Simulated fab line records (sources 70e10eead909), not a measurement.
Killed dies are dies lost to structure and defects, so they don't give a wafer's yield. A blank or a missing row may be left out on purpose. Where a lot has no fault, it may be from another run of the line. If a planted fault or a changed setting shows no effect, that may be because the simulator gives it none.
fab line records	flow nandHarc
record: lots: 24	wafers: 72	lastDay: 33
route steps=1302 shown A_WL_FILL@972 A_CONTACT@983
lots with no fault: from the same line, run without faults
startH: hours from the record's first day to the start of the lot's first wafer shown	waitH: how many hours have passed since the lot's step before this one	" repeats the value in the row above	L1.1+2: one row covering several wafers at once	- value missing, or start not given	* or withheld: withheld	< > ~ a bound
route shown NAME@n: a module of which the file shows steps, and the number in the route of the first	usual: average and standard deviation across the fault-free wafers	same: alike in all rows	chamber/n: place in a boat	sites: each site's reading	_std_site: standard deviation across them	_edge_site: outer sites' mean less inner sites'	radiusMm: how far each site lies from the wafer's centre	mask NAME#n: copy n	behind: the last tool/chamber to shape the wafer	hold: reason for holding the lot/hours on hold/outcome of the hold	device: whichever transistor did not switch (one of n, p or np)	end of line: the route-end tests of the same wafers	a step given without rows: its recipe and nothing more	killed: at the first sort, the dies lost to defects and structure; wafer yield is something else	map: dies across one wafer; x = killed, . = not, _ = none there
set.NAME: the setting that was run; set.NAME@STEP: the one run at that earlier step	model.NAME: the simulator's own value behind a step, which no gauge read
one table for each step of the route and one row for each wafer, over a sample of lots
services: when a tool's chamber went out of use (startH, in hours from the record's first day, below 0 if earlier), for how many hours, and the reason
== steps ==
step: NHARC_A_WL_FILL_ETCHBACK_26
recipe: targetDepthA: 520	timeS: 13.3	hbrFlowSccm: 150	rfW: 350	icpW: 350	biasW: 60	chemistry: HBr
usual: drypumpMotorCurrentA: 5.8/0.47	oesProductAu: 0.998/0.01	throttleValvePct: 23.265/0.0087
lot.wafer	tool	chamber	startH	waitH	drypumpMotorCurrentA	oesProductAu	rfHoursCounterH	throttleValvePct
L074.1	rieSi-05	0	494.67	0.4	6.4	1.004	0.1	23.272
L074.2	"	1	"	"	6.5	0.991	0.0	23.266
L074.5	"	2	"	"	5.5	0.985	-	23.267
L075.2	rieSi-04	2	497.27	0.4	6.3	0.976	1.0	23.273
L075.3	"	0	"	"	5.2	1.007	0.9	23.269
L075.5	"	1	"	"	6.2	1.013	-	23.279
L076.3	rieSi-01	2	500.68	0.4	5.5	0.999	0.8	23.274
L076.6	"	3	"	"	5.1	1.012	-	23.275
L076.5	"	2	"	"	5.5	1.005	-	23.257
L077.3	rieSi-05	3	513.64	0.4	6.2	0.998	0.2	23.266
L077.4	"	2	"	"	5.5	0.987	0.2	23.261
L077.5	"	3	"	"	6.2	0.999	-	23.268
L078.2	rieSi-05	1	543.00	0.4	6.4	0.980	0.3	23.250
L078.3	"	0	"	"	6.4	0.997	0.4	23.263
L078.5	"	2	"	"	5.4	0.978	-	23.270
L079.4	rieSi-01	3	543.03	0.4	5.1	1.026	0.9	23.259
L079.1	"	0	"	"	5.6	0.980	0.8	23.248
L079.6	"	2	"	"	5.5	0.999	-	23.254
L081.3	rieSi-05	2	554.02	0.4	5.5	0.976	0.4	23.259
L081.2	"	3	"	"	6.2	0.992	0.5	23.277
L081.1	"	1	"	"	6.5	0.989	0.3	23.264
L080.2	rieSi-05	0	558.09	0.4	6.4	0.999	0.5	23.250
L080.4	"	2	"	"	5.4	0.974	0.5	23.254
L080.6	"	1	"	"	6.4	0.982	-	23.247
L082.3	rieSi-04	3	558.09	0.4	5.3	1.002	0.3	23.265
L082.1	"	0	"	"	5.2	0.994	0.3	23.271
L082.6	"	2	"	"	6.3	1.002	-	23.270
L083.3	rieSi-04	3	579.80	0.4	5.3	1.012	0.4	23.273
L083.5	"	3	"	"	5.3	1.017	-	23.268
L083.4	"	0	"	"	5.2	1.000	-	23.267
L086.1	rieSi-01	3	579.81	0.4	5.1	1.002	0.2	23.270
L086.2	"	0	"	"	5.6	1.008	0.2	23.276
L086.5	"	1	"	"	5.7	0.992	-	23.261
L085.1	rieSi-01	0	586.58	0.4	5.6	1.005	0.3	23.285
L085.3	"	1	"	"	5.7	0.995	0.3	23.265
L085.6	"	3	"	"	5.2	0.995	-	23.278
L084.2	rieSi-05	2	586.60	0.4	5.5	0.977	0.6	23.259
L084.6	"	3	"	"	6.2	0.992	-	23.274
L084.5	"	0	"	"	6.4	1.024	-	23.268
L087.5	rieSi-04	0	599.90	0.4	5.2	1.010	-	23.264
L087.4	"	2	"	"	6.2	1.005	-	23.260
L087.6	"	3	"	"	5.2	1.014	-	23.291
L089.1	rieSi-01	1	635.14	0.4	5.7	1.008	0.6	23.253
L089.3	"	2	"	"	5.5	1.001	0.6	23.273
L089.2	"	0	"	"	5.5	1.006	0.6	23.276
L088.2	rieSi-04	0	635.16	0.4	5.2	1.010	0.8	23.271
L088.5	"	3	"	"	5.3	1.008	-	23.259
L088.6	"	0	"	"	5.2	1.008	-	23.266
L090.1	rieSi-05	0	638.35	0.4	6.4	0.985	1.1	23.266
L090.4	"	3	"	"	6.2	1.004	-	23.261
L090.5	"	2	"	"	5.5	0.973	-	23.257
L091.4	rieSi-05	2	674.68	0.4	5.5	0.996	0	23.277
L091.2	"	3	"	"	6.2	1.004	0	23.263
L091.5	"	2	"	"	5.5	0.999	-	23.261
L092.1	rieSi-01	3	674.69	0.4	5.1	1.006	0.8	23.275
L092.5	"	1	"	"	5.7	0.994	-	23.263
L092.6	"	2	"	"	5.5	0.991	-	23.271
L093.1	rieSi-04	3	684.50	0.4	5.3	0.994	1.1	23.258
L093.2	"	1	"	"	6.3	1.004	0.5	23.266
L093.5	"	0	"	"	5.2	1.000	-	23.281
L094.2	rieSi-05	3	687.62	0.4	6.2	1.002	0.1	23.255
L094.1	"	1	"	"	6.5	0.987	0.2	23.267
L094.5	"	3	"	"	6.2	1.006	-	23.269
L095.1	rieSi-04	1	687.62	0.4	6.3	1.002	0.5	23.271
L095.2	"	2	"	"	6.3	1.008	1.2	23.257
L095.5	"	2	"	"	6.3	1.003	-	23.264
L097.3	rieSi-05	3	703.88	0.4	6.2	0.999	0.2	23.268
L097.1	"	1	"	"	6.5	0.989	0.2	23.260
L097.6	"	0	"	"	6.4	0.996	-	23.268
L096.3	rieSi-01	3	710.19	0.4	5.1	0.999	1.0	23.259
L096.6	"	0	"	"	5.6	1.006	-	23.266
L096.5	"	1	"	"	5.7	1.005	-	23.256
step: NHARC_A_WL_FILL_CMP_12
recipe: tOverpolishS: 30	targetThkNm: 100
usual: motorCurrentA: 12.3/1	overpolishRunS: 30.000/0.0092	timeToEndpointS: 20.6/2.5
lot.wafer	tool	chamber	startH	waitH	motorCurrentA	overpolishRunS	timeToEndpointS
L074.2	cmp-04	3	495.30	0.1	12.7	30.002	16.8
L074.1	"	0	"	"	10.8	30.014	20.4
L074.5	"	3	"	"	11.7	29.987	19.7
L075.2	cmp-02	3	497.96	0.2	12.0	29.995	19.6
L075.3	"	0	"	"	12.4	29.998	16.8
L075.5	"	2	"	"	12.6	29.989	23.9
L076.3	cmp-04	2	501.47	0.2	14.5	30.022	20.9
L076.6	"	3	"	"	12.3	30.006	23.0
L076.5	"	0	"	"	10.5	30.017	19.2
L077.3	cmp-03	1	514.29	0.1	12.3	30.002	20.0
L077.4	"	0	"	"	13.9	30.004	18.2
L077.5	"	2	"	"	12.1	30.003	18.0
L078.2	cmp-04	0	543.69	0.2	10.7	29.996	20.1
L078.3	"	2	"	"	13.7	30.005	21.9
L078.5	"	0	"	"	10.4	29.994	22.2
L079.1	cmp-02	1	543.73	0.1	12.6	30.018	20.8
L079.4	"	2	"	"	12.5	30.002	24.8
L079.6	"	2	"	"	13.5	30.009	27.5
L081.3	cmp-02	1	554.70	0.1	12.6	30.005	21.0
L081.2	"	2	"	"	11.8	30.005	24.1
L081.1	"	3	"	"	11.7	30.009	20.7
L080.2	cmp-02	3	558.73	0.1	11.5	29.994	19.9
L080.4	"	0	"	"	11.9	29.994	18.3
L080.6	"	3	"	"	11.0	30.005	18.8
L082.3	cmp-04	1	558.86	0.2	12.5	30.001	20.8
L082.1	"	0	"	"	10.5	29.994	21.8
L082.6	"	2	"	"	13.8	30.013	21.8
L086.1	cmp-03	1	580.43	0.1	11.7	30.004	19.7
L086.2	"	0	"	"	12.3	29.993	20.9
L086.5	"	2	"	"	12.4	30.000	22.2
L083.3	cmp-04	3	580.46	0.1	12.5	30.016	23.5
L083.4	"	2	"	"	14.4	29.997	23.8
L083.5	"	3	"	"	12.4	29.991	22.0
L084.2	cmp-03	0	587.24	0.2	13.0	29.989	21.8
L084.5	"	3	"	"	10.7	30.005	21.1
L084.6	"	0	"	"	13.2	30.001	18.8
L085.3	cmp-03	0	587.36	0.1	13.5	29.992	19.9
L085.1	"	3	"	"	10.8	30.009	20.6
L085.6	"	1	"	"	12.3	30.023	17.2
L087.4	cmp-04	0	600.60	0.1	10.4	30.003	22.1
L087.6	"	2	"	"	15.3	29.986	22.3
L087.5	"	3	"	"	12.2	30.007	22.8
L088.2	cmp-03	2	636.57	0.2	11.5	30.000	23.7
L088.5	"	1	"	"	12.2	29.992	22.5
L088.6	"	2	"	"	12.4	29.997	21.6
L089.3	cmp-02	1	636.70	0.1	13.0	30.011	19.9
L089.2	"	2	"	"	12.7	30.003	24.6
L089.1	"	3	"	"	11.5	30.005	19.1
L090.1	cmp-03	0	639.01	0.2	13.4	29.988	25.6
L090.4	"	2	"	"	12.7	30.007	24.3
L090.5	"	1	"	"	12.4	29.995	23.8
L092.1	cmp-02	2	675.36	0.2	12.7	29.997	22.7
L092.5	"	0	"	"	12.6	29.998	18.0
L092.6	"	1	"	"	12.3	30.017	21.0
L091.4	cmp-03	2	675.40	0.1	12.2	30.016	19.2
L091.2	"	3	"	"	10.8	30.006	19.8
L091.5	"	0	"	"	12.6	29.994	18.2
L093.1	cmp-04	3	685.17	0.2	13.1	30.004	22.0
L093.2	"	0	"	"	10.6	29.981	21.0
L093.5	"	2	"	"	13.8	30.005	21.5
L094.2	cmp-04	3	688.31	0.2	12.9	30.001	19.7
L094.1	"	0	"	"	9.9	30.001	17.7
L094.5	"	1	"	"	11.9	29.992	17.7
L095.2	cmp-02	2	688.43	0.2	13.0	30.009	24.5
L095.1	"	3	"	"	11.7	29.995	17.3
L095.5	"	1	"	"	12.2	30.010	17.8
L097.3	cmp-02	2	704.67	0.2	12.8	29.996	25.2
L097.1	"	1	"	"	12.1	29.998	18.7
L097.6	"	3	"	"	12.1	30.009	17.7
L096.3	cmp-03	1	710.98	0.2	12.3	29.988	17.0
L096.5	"	1	"	"	12.3	30.005	17.8
L096.6	"	2	"	"	12.4	30.008	18.2
step: NHARC_A_CONTACT_DEP_24
recipe: targetThkA: 5000	tempC: 400	pressureTorr: 6.5	rfW: 900	teosFlowSccm: 161.4	flowSccm: 2650	targetThkNm: 500	gas: O2	material: SiO2
usual: flowSccm: 2650/7.4	heaterPowerW: 561/100	throttleValvePct: 16.2/0.69
lot.wafer	tool	chamber	startH	waitH	flowSccm	heaterPowerW	throttleValvePct
L074.1	pecvd-02	0	495.94	0.1	2645	457	15.5
L074.2	"	1	"	"	2647	651	15.8
L074.5	"	1	"	"	2655	681	15.5
L075.2	pecvd-03	0	498.52	0.1	2642	646	15.4
L075.3	"	1	"	"	2662	441	16.9
L075.5	"	2	"	"	2647	600	17.0
L076.3	pecvd-03	2	502.00	0.1	2644	651	17.0
L076.5	"	1	"	"	2625	321	16.8
L076.6	"	0	"	"	2632	639	15.5
L077.3	pecvd-03	2	514.90	0.1	2645	592	17.0
L077.4	"	1	"	"	2647	382	17.3
L077.5	"	2	"	"	2647	609	16.9
L078.3	pecvd-03	0	544.29	0.1	2654	594	15.4
L078.2	"	1	"	"	2641	385	17.1
L078.5	"	2	"	"	2658	652	17.3
L079.1	pecvd-02	0	544.59	0.4	2639	516	15.8
L079.6	"	2	"	"	2638	457	16.6
L079.4	"	0	"	"	2640	514	15.6
L081.3	pecvd-01	0	555.21	0.1	2656	579	15.8
L081.2	"	1	"	"	2661	501	15.6
L081.1	"	2	"	"	2648	561	16.5
L080.2	pecvd-01	0	559.27	0.1	2644	554	15.9
L080.6	"	0	"	"	2649	576	15.7
L080.4	"	1	"	"	2640	563	15.9
L082.3	pecvd-02	2	559.46	0.1	2660	462	16.8
L082.1	"	0	"	"	2648	572	15.8
L082.6	"	1	"	"	2661	600	15.5
L086.1	pecvd-03	0	580.96	0.1	2647	638	15.5
L086.2	"	2	"	"	2647	614	16.7
L086.5	"	2	"	"	2637	662	16.8
L083.4	pecvd-01	1	581.18	0.3	2641	517	15.7
L083.3	"	0	"	"	2649	447	15.8
L083.5	"	0	"	"	2664	477	16.0
L084.2	pecvd-03	2	587.83	0.1	2660	683	16.8
L084.5	"	2	"	"	2648	712	16.4
L084.6	"	0	"	"	2646	653	15.4
L085.3	pecvd-02	2	587.94	0.1	2647	453	16.7
L085.1	"	1	"	"	2645	642	15.9
L085.6	"	1	"	"	2656	621	15.8
L087.4	pecvd-01	2	601.27	0.3	2656	484	16.7
L087.5	"	0	"	"	2647	557	15.8
L087.6	"	1	"	"	2657	604	15.6
L089.3	pecvd-01	2	637.21	0.1	2653	470	17.1
L089.1	"	0	"	"	2655	558	16.0
L089.2	"	1	"	"	2658	560	15.7
L088.2	pecvd-03	2	637.22	0.2	2664	662	16.9
L088.6	"	1	"	"	2657	335	16.8
L088.5	"	2	"	"	2658	692	16.8
L090.1	pecvd-02	0	639.54	0.1	2651	560	15.6
L090.5	"	0	"	"	2652	564	15.4
L090.4	"	1	"	"	2647	809	15.4
L092.1	pecvd-03	1	675.87	0.1	2663	355	16.8
L092.6	"	2	"	"	2642	542	17.1
L092.5	"	0	"	"	2655	703	15.0
L091.2	pecvd-02	1	676.01	0.2	2646	733	15.5
L091.5	"	2	"	"	2654	454	16.9
L091.4	"	1	"	"	2640	762	15.4
L093.1	pecvd-03	2	685.70	0.1	2649	619	16.7
L093.2	"	1	"	"	2659	439	17.0
L093.5	"	0	"	"	2660	684	15.1
L094.2	pecvd-03	0	688.88	0.1	2641	661	15.2
L094.1	"	1	"	"	2665	420	16.8
L094.5	"	2	"	"	2652	693	17.0
L095.2	pecvd-01	2	688.93	0.1	2649	611	16.8
L095.1	"	0	"	"	2641	619	16.3
L095.5	"	0	"	"	2647	524	16.2
L097.1	pecvd-01	0	705.20	0.1	2661	568	16.2
L097.3	"	1	"	"	2644	526	15.0
L097.6	"	0	"	"	2653	579	16.4
L096.3	pecvd-03	1	711.76	0.3	2641	361	17.3
L096.5	"	0	"	"	2650	692	15.4
L096.6	"	1	"	"	2652	402	16.9
step: NHARC_A_CONTACT_ETCH_48
recipe: targetDepthA: 390	overEtchFrac: 0.3	timeS: 65	ionEnergyEv: 80	cf4FlowSccm: 150	arFlowSccm: 0	rfW: 300	biasW: 100	chemistry: CF4
usual: drypumpMotorCurrentA: 5.7/0.37	oesProductAu: 1.001/0.0091	rfVppV: 150.6/1.2	showerheadPlenumPTorr: 1.72/0.073	throttleValvePct: 13.284/0.0091
lot.wafer	tool	chamber	startH	waitH	drypumpMotorCurrentA	oesProductAu	rfHoursCounterH	rfVppV	showerheadPlenumPTorr	throttleValvePct
L074.2	rieDiel-08	0	503.87	0.1	5.3	1.004	45	151.8	1.76	13.281
L074.1	"	1	"	"	4.8	0.994	47	152.0	1.73	13.283
L074.5	"	2	"	"	5.9	0.993	-	150.7	1.74	13.297
L075.2	rieDiel-11	0	505.01	0.1	5.5	1.000	24	150.7	1.76	13.299
L075.3	"	3	"	"	5.8	1.011	28	150.0	1.71	13.283
L075.5	"	0	"	"	5.5	1.004	-	151.4	1.76	13.284
L076.3	rieDiel-09	3	507.78	0.1	6.2	1.003	0	149.4	1.66	13.298
L076.6	"	1	"	"	5.6	1.005	-	149.8	1.65	13.286
L076.5	"	2	"	"	5.6	0.999	-	149.7	1.65	13.290
L077.4	rieDiel-08	3	521.66	0.1	6.1	1.018	45	150.3	1.66	13.288
L077.3	"	1	"	"	4.8	0.992	52	150.9	1.73	13.281
L077.5	"	3	"	"	6.1	1.022	-	150.2	1.66	13.290
L078.2	rieDiel-09	3	552.87	0.1	6.2	1.005	6	151.3	1.66	13.291
L078.3	"	2	"	"	5.6	1.000	6	149.0	1.65	13.291
L078.5	"	0	"	"	5.3	1.021	-	151.4	1.86	13.265
L079.1	rieDiel-09	3	556.37	0.1	6.2	0.993	7	149.7	1.66	13.280
L079.4	"	0	"	"	5.3	0.999	8	152.2	1.86	13.292
L079.6	"	3	"	"	6.2	1.000	-	150.7	1.66	13.289
L081.3	rieDiel-08	1	563.18	0.1	4.8	0.990	1	152.7	1.73	13.284
L081.1	"	2	"	"	5.9	1.015	1	150.4	1.74	13.280
L081.2	"	0	"	"	5.3	1.026	1	151.0	1.75	13.284
L080.2	rieDiel-09	0	567.51	0.1	5.3	1.007	10	151.8	1.86	13.280
L080.4	"	2	"	"	5.6	1.013	9	149.5	1.65	13.284
L080.6	"	3	"	"	6.2	1.010	-	149.6	1.66	13.282
L082.1	rieDiel-11	0	568.07	0.1	5.5	0.992	44	151.0	1.76	13.297
L082.3	"	1	"	"	5.8	1.001	43	150.2	1.72	13.299
L082.6	"	3	"	"	5.9	0.994	-	151.4	1.71	13.287
L086.2	rieDiel-11	0	586.83	0.1	5.5	0.996	51	150.1	1.76	13.273
L086.1	"	1	"	"	5.8	0.987	49	150.7	1.72	13.280
L086.5	"	0	"	"	5.5	0.992	-	151.2	1.76	13.275
L083.3	rieDiel-09	3	587.73	0.1	6.2	0.999	14	149.9	1.66	13.284
L083.5	"	1	"	"	5.7	0.996	-	149.2	1.64	13.269
L083.4	"	3	"	"	6.2	0.991	-	148.0	1.66	13.299
L084.2	rieDiel-11	3	593.60	0.1	5.9	1.002	57	151.6	1.71	13.301
L084.6	"	0	"	"	5.5	1.004	-	150.7	1.76	13.297
L084.5	"	1	"	"	5.8	0.984	-	150.5	1.72	13.290
L085.1	rieDiel-09	3	594.05	0.1	6.2	0.995	15	149.8	1.66	13.287
L085.3	"	0	"	"	5.3	0.997	18	153.3	1.86	13.274
L085.6	"	2	"	"	5.7	1.020	-	151.5	1.65	13.282
L087.4	rieDiel-09	2	611.50	0.1	5.6	1.013	17	149.4	1.65	13.297
L087.5	"	3	"	"	6.2	0.987	-	150.2	1.66	13.277
L087.6	"	0	"	"	5.3	0.998	-	152.7	1.86	13.279
L088.2	rieDiel-11	3	644.44	0.1	5.9	1.005	10	149.2	1.70	13.283
L088.6	"	1	"	"	5.8	1.006	-	151.0	1.72	13.295
L088.5	"	2	"	"	6.3	1.020	-	150.5	1.67	13.291
L089.3	rieDiel-09	2	644.60	0.1	5.7	1.017	21	149.0	1.65	13.276
L089.2	"	3	"	"	6.2	0.995	23	149.1	1.66	13.282
L089.1	"	0	"	"	5.3	0.994	26	152.7	1.86	13.281
L090.1	rieDiel-11	1	647.79	0.1	5.8	0.996	13	150.3	1.72	13.292
L090.4	"	3	"	"	5.9	0.996	11	151.2	1.70	13.274
L090.5	"	1	"	"	5.8	0.998	-	150.1	1.72	13.286
L092.1	rieDiel-08	2	683.25	0.1	5.9	1.008	37	150.5	1.73	13.267
L092.5	"	2	"	"	5.9	1.000	-	150.1	1.73	13.284
L092.6	"	3	"	"	6.2	0.996	-	149.9	1.65	13.293
L091.4	rieDiel-09	2	683.44	0.1	5.6	1.002	0	150.2	1.65	13.288
L091.2	"	3	"	"	6.2	0.993	0	149.9	1.66	13.290
L091.5	"	2	"	"	5.6	0.999	-	148.4	1.65	13.279
L093.1	rieDiel-11	1	691.50	0.1	5.8	1.002	26	150.1	1.71	13.283
L093.2	"	2	"	"	6.4	1.023	22	150.2	1.67	13.301
L093.5	"	0	"	"	5.5	0.992	-	150.6	1.75	13.271
L094.1	rieDiel-11	0	697.53	0.1	5.5	0.995	24	151.3	1.75	13.282
L094.2	"	2	"	"	6.4	1.014	25	151.4	1.67	13.286
L094.5	"	0	"	"	5.5	0.997	-	150.2	1.75	13.296
L095.2	rieDiel-09	1	697.97	0.1	5.6	0.995	1	153.7	1.91	13.288
L095.1	"	0	"	"	5.3	0.997	1	151.7	1.85	13.277
L095.5	"	2	"	"	5.6	0.999	-	150.7	1.65	13.284
L097.1	rieDiel-09	2	712.95	0.1	5.6	1.000	5	150.6	1.65	13.295
L097.3	"	3	"	"	6.2	0.989	4	150.0	1.66	13.292
L097.6	"	2	"	"	5.6	1.009	-	149.9	1.65	13.270
L096.3	rieDiel-11	2	717.53	0.1	6.4	1.012	30	150.1	1.67	13.282
L096.5	"	2	"	"	6.4	1.006	-	150.5	1.67	13.269
L096.6	"	3	"	"	5.9	1.008	-	150.8	1.70	13.286
step: NHARC_A_CONTACT_ETCH_115
recipe: sourceW: withheld	pressureMtorr: 20	biasV: 3000	timeS: 190	targetDepthA: 18500	arFlowSccm: withheld	c4f8FlowSccm: withheld	o2FlowSccm: withheld	chemistry: C4F8/O2/Ar
lot.wafer	tool	chamber	startH	waitH	rfHoursCounterH
L074.1	harCapEtch-02	0	506.31	0.1	84
L074.2	"	1	"	"	84
L074.5	"	1	"	"	-
L075.2	harCapEtch-03	1	507.80	0.1	42
L075.3	"	1	"	"	-
L075.5	"	0	"	"	-
L076.3	harCapEtch-02	0	510.27	0.1	-
L076.5	"	0	"	"	-
L076.6	"	1	"	"	-
L077.4	harCapEtch-03	0	524.16	0.1	-
L077.3	"	1	"	"	-
L077.5	"	0	"	"	-
L078.2	harCapEtch-03	1	555.35	0.1	50
L078.3	"	0	"	"	-
L078.5	"	0	"	"	-
L079.1	harCapEtch-01	0	558.84	0.1	5
L079.4	"	0	"	"	-
L079.6	"	1	"	"	-
L081.2	harCapEtch-03	1	565.88	0.2	52
L081.1	"	0	"	"	52
L081.3	"	1	"	"	-
L080.2	harCapEtch-02	0	570.03	0.1	93
L080.4	"	1	"	"	-
L080.6	"	1	"	"	-
L082.1	harCapEtch-01	1	570.54	0.1	10
L082.3	"	0	"	"	-
L082.6	"	1	"	"	-
L086.1	harCapEtch-03	1	589.26	0.1	58
L086.2	"	0	"	"	58
L086.5	"	0	"	"	-
L083.3	harCapEtch-01	0	590.58	0.1	-
L083.4	"	1	"	"	-
L083.5	"	0	"	"	-
L084.2	harCapEtch-02	1	596.17	0.1	101
L084.5	"	1	"	"	-
L084.6	"	0	"	"	-
L085.1	harCapEtch-01	0	596.53	0.1	17
L085.3	"	0	"	"	-
L085.6	"	1	"	"	-
L087.4	harCapEtch-01	0	614.00	0.1	-
L087.6	"	0	"	"	-
L087.5	"	1	"	"	-
L088.2	harCapEtch-02	1	646.92	0.1	108
L088.5	"	0	"	"	-
L088.6	"	1	"	"	-
L089.2	harCapEtch-01	1	647.06	0.1	25
L089.1	"	0	"	"	25
L089.3	"	1	"	"	-
L090.1	harCapEtch-03	1	650.27	0.1	69
L090.4	"	0	"	"	-
L090.5	"	0	"	"	-
L092.1	harCapEtch-01	0	685.70	0.1	31
L092.5	"	0	"	"	-
L092.6	"	1	"	"	-
L091.2	harCapEtch-02	1	685.91	0.1	113
L091.4	"	0	"	"	-
L091.5	"	1	"	"	-
L093.2	harCapEtch-03	1	694.28	0.1	75
L093.1	"	0	"	"	75
L093.5	"	1	"	"	-
L094.2	harCapEtch-02	1	700.04	0.2	116
L094.1	"	0	"	"	116
L094.5	"	0	"	"	-
L095.1	harCapEtch-03	1	700.40	0.1	77
L095.2	"	0	"	"	77
L095.5	"	0	"	"	-
L097.1	harCapEtch-03	0	715.40	0.1	82
L097.3	"	0	"	"	-
L097.6	"	1	"	"	-
L096.3	harCapEtch-03	1	720.47	0.1	-
L096.5	"	1	"	"	-
L096.6	"	0	"	"	-
step: NHARC_A_CONTACT_ETCH_123
recipe: sourceW: withheld	pressureMtorr: 20	biasV: 400	timeS: 490	targetDepthA: 21100	arFlowSccm: withheld	c4f8FlowSccm: 11.5	o2FlowSccm: 7.2	chemistry: C4F8/O2/Ar
lot.wafer	tool	chamber	startH	waitH	rfHoursCounterH
L074.1	harCapEtch-02	0	507.68	0.1	86
L074.2	"	1	"	"	86
L074.5	"	1	"	"	-
L075.2	harCapEtch-03	1	509.17	0.1	44
L075.3	"	1	"	"	-
L075.5	"	0	"	"	-
L076.3	harCapEtch-02	0	511.76	0.3	-
L076.5	"	0	"	"	-
L076.6	"	1	"	"	-
L077.4	harCapEtch-03	0	525.65	0.3	-
L077.3	"	1	"	"	-
L077.5	"	0	"	"	-
L078.2	harCapEtch-03	1	556.78	0.2	51
L078.3	"	0	"	"	-
L078.5	"	0	"	"	-
L079.1	harCapEtch-01	0	560.26	0.2	7
L079.4	"	0	"	"	-
L079.6	"	1	"	"	-
L081.2	harCapEtch-03	1	567.70	0.2	54
L081.1	"	0	"	"	54
L081.3	"	1	"	"	-
L080.2	harCapEtch-02	0	571.45	0.2	95
L080.4	"	1	"	"	-
L080.6	"	1	"	"	-
L082.1	harCapEtch-01	1	571.97	0.2	11
L082.3	"	0	"	"	-
L082.6	"	1	"	"	-
L086.1	harCapEtch-03	1	590.63	0.1	59
L086.2	"	0	"	"	59
L086.5	"	0	"	"	-
L083.3	harCapEtch-01	0	592.07	0.3	-
L083.4	"	1	"	"	-
L083.5	"	0	"	"	-
L084.2	harCapEtch-02	1	597.53	0.1	103
L084.5	"	1	"	"	-
L084.6	"	0	"	"	-
L085.1	harCapEtch-01	0	597.89	0.1	19
L085.3	"	0	"	"	-
L085.6	"	1	"	"	-
L087.4	harCapEtch-01	0	615.48	0.3	-
L087.6	"	0	"	"	-
L087.5	"	1	"	"	-
L089.2	harCapEtch-01	1	648.42	0.1	27
L089.1	"	0	"	"	27
L089.3	"	1	"	"	-
L088.2	harCapEtch-02	1	648.77	0.3	109
L088.5	"	0	"	"	-
L088.6	"	1	"	"	-
L090.1	harCapEtch-03	1	651.64	0.1	71
L090.4	"	0	"	"	-
L090.5	"	0	"	"	-
L092.1	harCapEtch-01	0	687.07	0.1	32
L092.5	"	0	"	"	-
L092.6	"	1	"	"	-
L091.2	harCapEtch-02	1	687.67	0.2	115
L091.4	"	0	"	"	-
L091.5	"	1	"	"	-
L093.2	harCapEtch-03	1	695.65	0.1	76
L093.1	"	0	"	"	76
L093.5	"	1	"	"	-
L095.1	harCapEtch-03	1	701.77	0.1	78
L095.2	"	0	"	"	78
L095.5	"	0	"	"	-
L094.2	harCapEtch-02	1	701.87	0.2	117
L094.1	"	0	"	"	117
L094.5	"	0	"	"	-
L097.1	harCapEtch-03	0	716.76	0.1	83
L097.3	"	0	"	"	-
L097.6	"	1	"	"	-
L096.3	harCapEtch-03	1	721.96	0.3	-
L096.5	"	1	"	"	-
L096.6	"	0	"	"	-
== services ==
tool	chamber	startH	hours	kind
pecvd-03	-	480.61	0.3	repair
rieSi-05	-	482.00	9.0	pm
rieDiel-11	1	496.97	9.3	repair
rieDiel-09	-	497.19	9.0	pm
harCapEtch-01	-	498.98	17.0	pm
pecvd-03	-	547.06	13.0	pm
harCapEtch-02	-	561.56	3.9	repair
rieDiel-09	2	583.96	4.6	repair
rieSi-05	-	584.87	0.4	repair
harCapEtch-03	-	593.66	1.3	repair
rieDiel-11	-	609.52	9.0	pm
rieDiel-11	0	620.33	3.0	repair
rieSi-05	1	631.95	8.0	repair
harCapEtch-02	-	632.06	0.4	repair
rieDiel-09	3	633.77	4.6	repair
rieDiel-11	3	653.03	5.0	repair
rieDiel-11	0	654.31	4.5	repair
rieSi-05	-	659.00	9.0	pm
rieDiel-11	-	661.24	0.3	repair
pecvd-03	0	666.12	6.9	repair
rieDiel-09	-	674.19	9.0	pm
rieDiel-11	2	701.72	3.3	repair
rieSi-05	2	706.53	6.3	repair
rieDiel-09	1	717.57	6.1	repair
== key ==
fault none
